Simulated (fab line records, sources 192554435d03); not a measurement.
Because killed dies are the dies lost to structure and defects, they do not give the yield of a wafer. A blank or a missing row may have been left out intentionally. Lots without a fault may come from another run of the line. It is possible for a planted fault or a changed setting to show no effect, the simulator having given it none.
fab line records	flow n5_finfet
record: lots: 6	wafers: 18	last_day: 19
route steps=1938 shown HKMG_FIN@450 GATE_CUT@465 BEOL_M4@1111 PASSIVATION@1936
lots that met no fault: from a run of the same line without faults
start_h: start of the lot's first displayed wafer, in hours after the record's first day	wait_h: time in hours since the lot's previous step	" identical to the entry in the row above	L1.1+2: several wafers, shown together as one row	- value missing, or start not given	* or withheld: withheld	< > ~ a bound
route shown NAME@n: names a module that has steps shown in the file, with the first one's number in the route	usual: mean/standard deviation of fault-free wafers	same: alike in all rows	chamber/n: place in a boat	sites: per-site readings	_std_site: the standard deviation of these	_edge_site: the outer-site mean with the inner-site mean subtracted	radius_mm: for every site, how far away it sits from the centre of the wafer	mask NAME#n: copy n	behind: the tool/chamber that last shaped the wafer	hold: why the lot was held/for how many hours/how that ended	device: names the non-switching transistor (n, p or np)	end of line: the tests these same wafers got at the end of their route	where a step has no rows: the recipe by itself	killed: at the first sort, the dies lost to defects and structure; wafer yield is something else	map: per-die view of a wafer (x killed, . not killed, _ where there is no die)
set.NAME: the run value of the setting; set.NAME@STEP: its run value at that earlier step	model.NAME: the simulator's own value behind a step, which no gauge read
lots seen at some steps along the route; tables by step, rows by wafer
services: the hour from which a tool's chamber was out of use, counted from the record's first day as start_h (under 0 if before that day), plus the number of hours and why
== steps ==
step: N5_HKMG_FIN_COAT_66
recipe: resist: SOC	temp_c: 250	time_s: 60	spin_rpm: 1500	resist_thk_nm: 300
step: N5_HKMG_FIN_ETCH_67
recipe: chemistry: N2/H2	target: SOC	target_depth_a: 3889	stop_on: TiN	ion_energy_ev: 100	bias_w: 61	pressure_mtorr: 30	source_w: 850	n2_flow_sccm: 200	h2_flow_sccm: 200
usual: drypump_motor_current_A: 5.8/0.38	oes_product_au: 0.78/0.091	rf_vpp_V: 241.4/1.2	showerhead_plenum_p_Torr: 2.59/0.071	throttle_valve_pct: 17.68/0.29
lot.wafer	tool	chamber	start_h	wait_h	drypump_motor_current_A	oes_product_au	rf_hours_counter_h	rf_vpp_V	showerhead_plenum_p_Torr	throttle_valve_pct
L726.1	rie_diel-04	3	83.60	-	5.5	0.69	231	241.8	2.60	17.68
L726.3	"	1	"	"	6.2	0.75	161	243.6	2.64	18.07
L726.6	"	0	"	"	6.1	0.67	-	240.9	2.61	17.74
L730.4	rie_diel-04	3	107.58	-	5.5	0.68	-	241.6	2.59	17.67
L730.5	"	2	"	"	6.0	0.73	-	240.6	2.52	17.86
L730.6	"	1	"	"	6.2	0.75	-	241.8	2.64	18.08
L738.3	rie_diel-04	1	162.11	-	6.3	0.72	194	242.6	2.63	18.12
L738.4	"	3	"	"	5.5	0.93	-	241.1	2.59	17.20
L738.6	"	0	"	"	6.1	0.92	-	241.1	2.60	17.34
L739.2	rie_diel-06	2	164.87	-	5.6	0.68	242	242.4	2.62	17.81
L739.4	"	2	"	"	5.6	0.68	-	242.0	2.62	17.80
L739.5	"	1	"	"	5.6	0.83	-	241.1	2.56	17.78
L743.1	rie_diel-04	2	188.56	-	5.9	0.72	204	240.0	2.51	17.90
L743.2	"	3	"	"	5.5	0.89	13	241.6	2.58	17.20
L743.6	"	3	"	"	5.6	0.90	-	241.7	2.58	17.21
L747.3	rie_diel-04	0	210.20	-	6.1	0.89	36	241.4	2.59	17.38
L747.5	"	2	"	"	5.9	0.71	-	238.2	2.50	17.90
L747.6	"	1	"	"	6.2	0.72	-	243.2	2.62	18.15
step: N5_HKMG_FIN_STRIP_90
recipe: chemistry: N2/H2	material: SOC	time_s: 20	power_w: 500	temp_c: 40	pressure_mtorr: 50	rf_frequency_hz: 6e+07	bias_power_w: 8	h2_frac: 0.5	n2_flow_sccm: 300	h2_flow_sccm: 300
usual: drypump_motor_current_A: 5.8/0.38	oes_product_au: 0.78/0.094	rf_vpp_V: 54.4/0.84	showerhead_plenum_p_Torr: 3.42/0.09	throttle_valve_pct: 18.9/0.32
lot.wafer	tool	chamber	start_h	wait_h	drypump_motor_current_A	oes_product_au	rf_hours_counter_h	rf_vpp_V	showerhead_plenum_p_Torr	throttle_valve_pct
L726.1	rie_diel-04	3	83.66	0.0	5.5	0.67	232	56.0	3.43	18.8
L726.3	"	1	"	"	6.3	0.77	161	55.2	3.49	19.1
L726.6	"	0	"	"	6.1	0.69	-	53.9	3.44	19.2
L730.4	rie_diel-04	3	107.65	0.0	5.5	0.66	-	53.7	3.42	18.8
L730.5	"	2	"	"	5.9	0.73	-	54.4	3.33	19.3
L730.6	"	1	"	"	6.2	0.75	-	54.3	3.48	19.1
L738.3	rie_diel-04	1	162.17	0.0	6.2	0.75	194	56.2	3.47	19.1
L738.4	"	3	"	"	5.5	0.94	-	54.2	3.41	18.4
L738.6	"	0	"	"	6.1	0.94	-	54.1	3.43	18.8
L739.2	rie_diel-06	2	164.93	0.0	5.6	0.70	242	54.2	3.46	19.1
L739.4	"	2	"	"	5.6	0.69	-	54.8	3.46	19.1
L739.5	"	1	"	"	5.6	0.81	-	54.9	3.39	18.8
L743.1	rie_diel-04	2	188.62	0.0	5.9	0.72	204	54.0	3.31	19.4
L743.2	"	3	"	"	5.5	0.90	13	54.9	3.41	18.4
L743.6	"	3	"	"	5.5	0.90	-	53.3	3.41	18.4
L747.3	rie_diel-04	0	210.26	0.0	6.1	0.91	36	55.3	3.42	18.8
L747.5	"	2	"	"	5.9	0.71	-	53.7	3.31	19.4
L747.6	"	1	"	"	6.2	0.73	-	55.9	3.46	19.1
step: N5_HKMG_FIN_WET_ETCH_73
recipe: chemistry: SC1	mix: 1:2:40	temp_c: 50	time_s: 42.3	target_depth_nm: 1.3	dry: ipa_marangoni	rinse_time_s: 30	rinse_temp_c: 23
step: N5_HKMG_FIN_ETCHBACK_68
recipe: chemistry: Cl2/Ar	stop_on: HfO2	target_depth_a: 5	pressure_mtorr: 10	icp_w: 600	bias_w: 60	Cl2_flow_sccm: 40	Ar_flow_sccm: 60
usual: drypump_motor_current_A: 5.7/0.6	oes_product_au: 0.79/0.082	throttle_valve_pct: 20.74/0.2
lot.wafer	tool	chamber	start_h	wait_h	drypump_motor_current_A	oes_product_au	rf_hours_counter_h	throttle_valve_pct
L726.1	rie_metal-02	1	83.82	0.0	5.5	0.71	58	21.18
L726.3	"	1	"	"	5.6	0.71	-	21.20
L726.6	"	1	"	"	5.6	0.71	-	21.18
L730.4	rie_metal-01	0	107.81	0.1	5.5	0.78	-	20.80
L730.5	"	0	"	"	5.5	0.79	-	20.78
L730.6	"	1	"	"	5.0	0.81	-	20.58
L738.3	rie_metal-03	0	162.37	0.1	5.7	0.90	-	20.57
L738.4	"	1	"	"	6.7	0.81	-	20.63
L738.6	"	1	"	"	6.7	0.81	-	20.63
L739.2	rie_metal-01	0	165.09	0.0	5.5	0.77	34	20.81
L739.4	"	0	"	"	5.5	0.77	-	20.80
L739.5	"	0	"	"	5.5	0.78	-	20.79
L743.1	rie_metal-03	0	188.78	0.0	5.7	0.88	11	20.57
L743.2	"	1	"	"	6.7	0.81	32	20.63
L743.6	"	1	"	"	6.7	0.82	-	20.64
L747.3	rie_metal-02	0	210.46	0.1	6.5	0.93	-	20.66
L747.5	"	0	"	"	6.5	0.93	-	20.66
L747.6	"	1	"	"	5.5	0.68	-	21.22
step: N5_HKMG_FIN_STRIP_69
recipe: chemistry: N2/H2	power_w: 2500	temp_c: 300	h2_frac: 0.65	time_s: 360	pressure_mtorr: withheld	n2_flow_sccm: 1750	h2_flow_sccm: 3250
step: N5_HKMG_FIN_ALD_21
recipe: material: TiN	target_thk_a: 15	temp_c: 400	ald_precursor_family: TiCl4	ald_co_reactant: NH3	pulse_time_s: 1	purge_time_s: 3	co_reactant_purge_time_s: 2	co_reactant_pulse_time_s: 2	ald_cycles: 68	pressure_torr: 3
step: N5_HKMG_FIN_ALD_72
recipe: material: W	target_thk_a: 20	temp_c: 300	pressure_torr: 7.5	ald_precursor_family: WF6	ald_co_reactant: B2H6	pulse_time_s: 1	purge_time_s: 2	co_reactant_purge_time_s: 2	co_reactant_pulse_time_s: 3	ald_cycles: 7
usual: heater_power_w: 467/50	precursor_pulse_height_rel: 0.997/0.018
same: co_reactant_purge_time_s: 2
lot.wafer	tool	chamber	start_h	wait_h	heater_power_w	precursor_pulse_height_rel
L726.1	cvd_w-02	0	84.71	0.2	442	1.002
L726.3	"	0	"	"	439	1.002
L726.6	"	1	"	"	399	0.994
L730.4	cvd_w-01	1	108.68	0.2	490	0.993
L730.5	"	1	"	"	485	1.005
L730.6	"	0	"	"	537	0.979
L738.3	cvd_w-02	1	163.24	0.2	404	1.020
L738.4	"	0	"	"	431	1.008
L738.6	"	1	"	"	400	1.010
L739.2	cvd_w-01	1	165.98	0.2	482	0.964
L739.4	"	1	"	"	478	0.981
L739.5	"	1	"	"	490	0.993
L743.1	cvd_w-02	1	189.67	0.2	411	1.012
L743.2	"	0	"	"	455	0.985
L743.6	"	0	"	"	445	1.030
L747.3	cvd_w-02	0	211.33	0.2	451	1.012
L747.5	"	0	"	"	441	0.990
L747.6	"	1	"	"	406	0.968
step: N5_HKMG_FIN_W_FILL_22
recipe: material: W	target_thk_a: 600	temp_c: 400	pressure_torr: 39.4	time_s: 18.2
step: N5_HKMG_FIN_PRECLEAN_83
recipe: chemistry: DIW	time_s: 57.5	temp_c: 23
step: N5_HKMG_FIN_SRD_84
recipe: dry_time_s: 32	dry: n2_spin	spin_rpm: 1500
step: N5_HKMG_FIN_CMP_23
recipe: stop_on: SiNx	t_overpolish_s: 10	post_cmp_clean: rinse_only	down_force_psi: 4	platen_rpm: 50.289	pad_velocity_m_s: 1.0006	target_thk_nm: 46.326
step: N5_HKMG_FIN_CMP_94
recipe: stop_on: SiNx	post_cmp_clean: w_dilute_nh4oh	t_overpolish_s: 4.7	down_force_psi: 4	platen_rpm: 50.289	pad_velocity_m_s: 1.0006	target_thk_nm: 43.299
usual: motor_current_A: 11.8/0.86	slurry_filter_dp_kPa: 13.51/0.14	slurry_flow_ml_min: 150.0/0.5
lot.wafer	tool	chamber	start_h	wait_h	motor_current_A	slurry_filter_dp_kPa	slurry_flow_ml_min	model.SiNx_of_SDB_ALD_29.thk_nm
L726.3	cmp-04	2	85.36	0.4	11.5	13.52	151.0	28.2
L726.1	"	3	"	"	11.6	13.69	149.7	28.2
L726.6	"	2	"	"	12.3	13.37	150.5	28
L730.4	cmp-03	0	109.34	0.3	12.9	13.48	150.0	28.6
L730.6	"	3	"	"	12.2	13.53	150.3	28.4
L730.5	"	0	"	"	12.7	13.53	150.0	28.2
L738.3	cmp-04	1	163.87	0.4	10.4	13.61	150.0	28.6
L738.4	"	3	"	"	12.0	13.52	149.3	28.4
L738.6	"	2	"	"	11.9	13.55	149.6	28.4
L739.2	cmp-03	0	166.66	0.3	13.3	13.31	149.9	28.4
L739.4	"	1	"	"	11.8	13.28	149.8	28
L739.5	"	3	"	"	12.9	13.38	149.6	28.4
L743.1	cmp-03	3	190.35	0.3	12.6	13.31	149.0	28
L743.2	"	1	"	"	12.1	13.67	149.7	28.2
L743.6	"	3	"	"	12.5	13.58	149.3	28.4
L747.3	cmp-04	2	211.99	0.3	11.0	13.54	151.0	28.2
L747.6	"	1	"	"	11.2	13.46	150.3	28.4
L747.5	"	2	"	"	11.4	13.37	150.5	28.6
step: N5_HKMG_FIN_INSPECT_28
recipe: inspect_instrument: darkfield	mode: post_cmp
usual: raw_defect_count: 41/16
lot.wafer	tool	chamber	start_h	wait_h	raw_defect_count
L726.1	defect_inspect-01	-	85.59	0.0	39
L726.3	"	-	"	"	66
L726.6	"	-	"	"	33
L730.4	defect_inspect-02	-	109.54	0.0	43
L730.5	"	-	"	"	41
L730.6	"	-	"	"	33
L738.3	defect_inspect-02	-	164.11	0.0	35
L738.4	"	-	"	"	14
L738.6	"	-	"	"	22
L739.2	defect_inspect-01	-	166.86	0.0	32
L739.4	"	-	"	"	54
L739.5	"	-	"	"	37
L743.1	defect_inspect-02	-	190.55	0.0	51
L743.2	"	-	"	"	57
L743.6	"	-	"	"	45
L747.3	defect_inspect-02	-	212.19	0.0	19
L747.5	"	-	"	"	50
L747.6	"	-	"	"	35
step: N5_GATE_CUT_ETCHBACK_00
recipe: chemistry: SF6/Cl2	target: W	pressure_mtorr: 8	icp_w: 900	bias_w: 80	SF6_flow_sccm: 40	Cl2_flow_sccm: 60
step: N5_GATE_CUT_ETCH_56
recipe: chemistry: Cl2/Ar	target: TiN	target_depth_a: 216	pressure_mtorr: 10	icp_w: 600	bias_w: 60	Cl2_flow_sccm: 40	Ar_flow_sccm: 60
step: N5_GATE_CUT_ETCHBACK_30
recipe: chemistry: Cl2/Ar	target: TiN	target_depth_a: 30	mode: isotropic	pressure_mtorr: 10	icp_w: 600	bias_w: 60	Cl2_flow_sccm: 40	Ar_flow_sccm: 60
usual: drypump_motor_current_A: 5.9/0.59	oes_product_au: 0.81/0.1	throttle_valve_pct: 20.76/0.23
lot.wafer	tool	chamber	start_h	wait_h	drypump_motor_current_A	oes_product_au	rf_hours_counter_h	throttle_valve_pct	model.SiNx_of_SDB_ALD_29.thk_nm
L726.1	rie_metal-02	1	85.83	0.1	5.5	0.70	59	21.19	27
L726.3	"	0	"	"	6.6	0.60	-	21.05	27.2
L726.6	"	0	"	"	6.6	0.60	-	21.06	26.8
L730.4	rie_metal-01	1	109.79	0.0	5.0	0.80	-	20.60	27.4
L730.5	"	0	"	"	5.5	0.79	-	20.79	27.2
L730.6	"	1	"	"	5.0	0.79	-	20.61	27.2
L738.3	rie_metal-03	0	164.36	0.0	5.7	0.90	-	20.57	27.4
L738.4	"	1	"	"	6.7	0.82	-	20.65	27.2
L738.6	"	0	"	"	5.8	0.90	-	20.55	27.4
L739.2	rie_metal-02	1	167.11	0.1	5.6	0.69	66	21.19	27.4
L739.4	"	0	"	"	6.5	0.97	-	20.62	27
L739.5	"	1	"	"	5.6	0.70	-	21.19	27.4
L743.1	rie_metal-01	1	190.80	0.1	5.0	0.78	41	20.63	26.8
L743.2	"	0	"	"	5.6	0.78	36	20.78	27.2
L743.6	"	0	"	"	5.5	0.78	-	20.80	27.4
L747.3	rie_metal-01	1	212.44	0.0	5.0	0.78	-	20.61	27
L747.5	"	0	"	"	5.5	0.77	-	20.81	27.4
L747.6	"	1	"	"	5.0	0.78	-	20.64	27.2
step: N5_GATE_CUT_VAPOR_ETCH_60
recipe: chemistry: BCl3/Cl2	target: HfO2	mode: isotropic
usual: drypump_motor_current_A: 5.9/0.59	oes_product_au: 0.82/0.1
lot.wafer	tool	chamber	start_h	wait_h	drypump_motor_current_A	oes_product_au
L726.1	rie_metal-02	1	85.86	0.0	5.6	0.71
L726.3	"	0	"	"	6.5	0.59
L726.6	"	0	"	"	6.5	0.59
L730.4	rie_metal-01	1	109.82	0.0	5.0	0.81
L730.5	"	0	"	"	5.5	0.80
L730.6	"	1	"	"	5.0	0.81
L738.3	rie_metal-03	0	164.39	0.0	5.7	0.93
L738.4	"	1	"	"	6.7	0.82
L738.6	"	0	"	"	5.7	0.93
L739.2	rie_metal-02	1	167.14	0.0	5.5	0.71
L739.4	"	0	"	"	6.5	0.97
L739.5	"	1	"	"	5.6	0.71
L743.1	rie_metal-01	1	190.83	0.0	5.0	0.79
L743.2	"	0	"	"	5.5	0.79
L743.6	"	0	"	"	5.6	0.79
L747.3	rie_metal-01	1	212.47	0.0	5.0	0.79
L747.5	"	0	"	"	5.6	0.78
L747.6	"	1	"	"	5.0	0.78
step: N5_BEOL_M4_RC_MEAS_101
usual: DIBL_N: 36.0/1.9	DIBL_P: 35.6/2.2	IOFF_N: 0.15/0.031	IOFF_P: 0.19/0.032	ION_N: 668/11	ION_P: 455/7.2	SS_N: 71.5/0.65	SS_P: 73.4/0.64	VT_N: 251/3.6	VT_P: -253/3.3
lot.wafer	tool	chamber	start_h	wait_h	DIBL_N[mV/V]	DIBL_P[mV/V]	IOFF_N[nA/um]	IOFF_P[nA/um]	ION_N[uA/um]	ION_P[uA/um]	SS_N[mV/dec]	SS_P[mV/dec]	VT_N[mV]	VT_P[mV]
L726.1	prober-02	0	193.73	0.0	38.4	38.5	0.17	0.19	676	449	72.3	74.2	249	-254
L726.3	"	0	"	"	36.9	37.4	0.14	0.18	667	448	71.9	73.7	252	-254
L726.6	"	0	"	"	36.8	37.4	0.14	0.17	660	451	72.2	73.3	252	-255
L730.4	prober-02	0	242.13	0.5	34.6	33.7	0.12	0.16	663	444	71.3	73.2	256	-254
L730.5	"	0	"	"	32.3	32.2	0.10	0.14	647	446	71.1	72.6	259	-256
L730.6	"	0	"	"	34.6	33.3	0.12	0.16	641	442	71.9	72.5	256	-255
L739.2	prober-02	0	298.07	0.2	36.8	36.6	0.16	0.18	682	467	70.8	73.8	248	-251
L739.4	"	0	"	"	38.3	38.6	0.19	0.22	688	470	72.1	73.6	248	-250
L739.5	"	0	"	"	37.0	35.9	0.15	0.18	676	461	71.0	73.6	248	-253
L738.3	prober-02	0	304.51	0.3	36.6	37.1	0.17	0.19	672	455	71.6	73.1	247	-253
L738.4	"	0	"	"	36.5	37.5	0.16	0.20	669	453	71.7	73.2	250	-252
L738.6	"	0	"	"	35.4	35.7	0.14	0.17	660	449	71.6	73.2	256	-255
L743.1	prober-02	0	313.66	0.0	39.0	37.8	0.18	0.21	668	457	71.8	74.2	249	-252
L743.2	"	0	"	"	36.6	35.2	0.15	0.18	674	453	70.4	73.2	252	-253
L743.6	"	0	"	"	36.7	35.5	0.15	0.18	682	458	71.2	73.5	252	-255
L747.3	prober-02	0	334.02	0.3	31.3	31.4	0.09	0.12	643	437	70.9	73.3	258	-261
L747.5	"	0	"	"	30.9	31.4	0.09	0.12	644	437	71.8	72.3	260	-263
L747.6	"	0	"	"	33.4	34.2	0.12	0.14	659	441	71.5	73.0	257	-262
step: N5_PASSIVATION_PROBE_49
usual: defect_limited_yield: 91.3/1.4	killed_at_M0_to_M3: 34/10	killed_at_M4_up: 14/5.5	killed_at_contacts: 12/6	killed_at_front_end: 40/10	killed_at_other: 3.0/2.4	killed_dies: 103/17	killed_open: 68/13	killed_short: 34/7.8	sort_bin_5_function: 5.1/0.97	sort_bin_6_memory: 3.3/0.66	sort_bin_8_speed: 0.02/0.12	sort_n_pass: 1077/17	sort_yield_pct: 91.2/1.4
same: gross_dies: 1180	killed_at_back_side: 0	sort_bin_4_leakage[%]: 0
lot.wafer	tool	chamber	start_h	wait_h	defect_limited_yield[%]	killed_at_M0_to_M3	killed_at_M4_up	killed_at_contacts	killed_at_front_end	killed_at_other	killed_dies	killed_open	killed_short	sort_bin_5_function[%]	sort_bin_6_memory[%]	sort_bin_8_speed[%]	sort_n_pass	sort_yield_pct[%]
L743.1	prober-01	-	422.07	0.0	90.5	36	12	11	53	0	112	81	31	5.2	4.2	0	1068	90.5
L743.2	prober-01	-	422.12	0.1	88.3	58	11	21	47	1	138	85	50	6.2	5.2	0	1042	88.3
L743.6	prober-01	-	422.32	0.3	89.4	34	6	17	67	1	125	91	29	5.7	4.2	0	1055	89.4
killed by level:class
L743.1 STI_FIN_REVEAL:geometric_particle:open=11 BEOL_M3:geometric_particle:open=11 FIN_SAQP:geometric_particle:open=10 MOL_CONTACT_COAG:geometric_particle:open=10 BEOL_M0_SAQP:geometric_particle:short=7 DUMMY_GATE:geometric_particle:open=6 STARTING-WAFER:geometric_particle:open=6 BEOL_M0_SAQP:geometric_particle:open=6
L743.2 BEOL_M0_SAQP:geometric_particle:short=18 MOL_CONTACT_COAG:geometric_particle:open=17 FIN_SAQP:geometric_particle:open=14 BEOL_M3:geometric_particle:open=14 BEOL_M0_SAQP:geometric_particle:open=12 BEOL_M4:geometric_particle:open=7 DUMMY_GATE:geometric_particle:open=7 FIN_SAQP:geometric_particle:short=4
L743.6 FIN_SAQP:geometric_particle:open=18 DUMMY_GATE:geometric_particle:open=13 MOL_CONTACT_COAG:geometric_particle:open=13 BEOL_M3:geometric_particle:open=10 BEOL_M1:geometric_particle:open=9 STI_FIN_REVEAL:geometric_particle:open=8 BEOL_M0_SAQP:geometric_particle:short=5 FIN_SAQP:geometric_particle:short=4
== services ==
tool	chamber	start_h	hours	kind
cvd_w-01	-	65.59	2.7	repair
cvd_w-02	1	98.14	14.7	repair
rie_diel-04	0	98.61	-	clean
rie_diel-04	0	98.61	-	consumable_replace:focus_ring
rie_diel-04	0	98.61	15.3	scheduled_down
rie_diel-04	0	98.61	15.3	vent_cycle
cmp-04	-	107.69	4.0	repair
cmp-04	-	114.98	5.3	pm
rie_metal-02	0	120.37	-	clean
rie_metal-02	0	120.37	21.0	scheduled_down
cvd_w-01	-	124.68	0.6	repair
rie_diel-04	3	130.10	-	clean
rie_diel-04	3	130.10	-	consumable_replace:focus_ring
rie_diel-04	3	130.10	23.7	scheduled_down
rie_diel-04	3	130.10	23.7	vent_cycle
rie_diel-06	0	130.10	4.0	repair
cvd_w-01	0	134.87	1.9	repair
cmp-03	-	135.22	8.7	pm
cvd_w-02	-	140.87	14.6	pm
cvd_w-01	-	158.57	1.6	repair
cvd_w-02	-	169.15	0.6	repair
rie_diel-04	1	171.89	1.4	repair
rie_diel-06	3	181.80	17.0	repair
cvd_w-02	0	211.58	5.0	repair
== key ==
first_sign none at tools or gauges
model_effect: step: N5_HKMG_FIN_CMP_94	value: SiNx_of_SDB_ALD_29.thk_nm	without: 28.4	struck: 28
model_effect: step: N5_GATE_CUT_ETCHBACK_30	value: SiNx_of_SDB_ALD_29.thk_nm	without: 27.3	struck: 26.9
met_at N5_HKMG_FIN_CMP_94
struck_wafers L739.4,L743.1
onset_between 109.34 166.66
fault: kind: process_parameter_drift	tool: cmp-03	chamber: -	onset_h: 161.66	steps: N5_HKMG_FIN_CMP_94	channel: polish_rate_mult	offset: 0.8	shape: step	end_h: 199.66	scope: struck_wafers_only
